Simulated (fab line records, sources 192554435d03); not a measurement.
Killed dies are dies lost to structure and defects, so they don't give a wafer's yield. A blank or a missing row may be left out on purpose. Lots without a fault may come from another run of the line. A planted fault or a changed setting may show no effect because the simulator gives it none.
Chamber matching | flow n5_finfet | N5_SD_EPI_N_ETCHBACK_44 on rie_diel-05: 4 sister chambers
The step etches SiNx in CH3F/O2, stops on SiO2, target depth 14.5 nm. 8 wafers are shown with their chamber, then 8 later ones without.

WAFERS WITH THEIR CHAMBER
wafer  | chamber | oes_f_703_au (a.u.) | oes_product_au (a.u.)
L262.3 | 0       | 0.96                | 0.80
L264.2 | 1       | 0.68                | 0.60
L264.6 | 3       | 0.70                | 0.59
L263.5 | 1       | 0.68                | 0.59
L263.6 | 0       | 0.94                | 0.79
L265.4 | 2       | 0.81                | 0.66
L265.6 | 3       | 0.69                | 0.58
L267.1 | 2       | 0.80                | 0.65

WAFERS WITHOUT THEIR CHAMBER
wafer  | oes_f_703_au (a.u.) | oes_product_au (a.u.)
L267.2 | 0.69                | 0.57
L267.6 | 0.80                | 0.65
L268.1 | 0.92                | 0.77
L268.3 | 0.91                | 0.77
L268.4 | 0.69                | 0.57
L282.2 | 0.90                | 0.78
L282.5 | 0.85                | 0.71
L282.6 | 0.90                | 0.78

WHICH CHAMBER EACH WENT THROUGH
wafer  | from the rows above     | in truth
L267.2 | can't be placed: 3 or 1 | 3
L267.6 | 2                       | 2
L268.1 | 0                       | 0
L268.3 | 0                       | 0
L268.4 | can't be placed: 3 or 1 | 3
L282.2 | 0                       | 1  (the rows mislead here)
L282.5 | 2                       | 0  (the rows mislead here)
L282.6 | 0                       | 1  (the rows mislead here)
Placed correctly: 3 of 8. Can't be placed from these rows: 2 (the true chamber is among the candidates in 2). Placed wrongly: 3.
How it was worked out, from the rows above alone: a wafer's distance from a chamber is the root of the sum, over the readings, of the square of ((its reading less the chamber's mean) divided by the reading's scatter). The wafer belongs to the nearest chamber; if the next one is less than 2 further off, it can't be placed. A chamber's mean is the mean of its shown wafers. The scatter: the root of (the sum of the squares of (reading less its chamber's mean) over the shown wafers, divided by (wafers less chambers)).
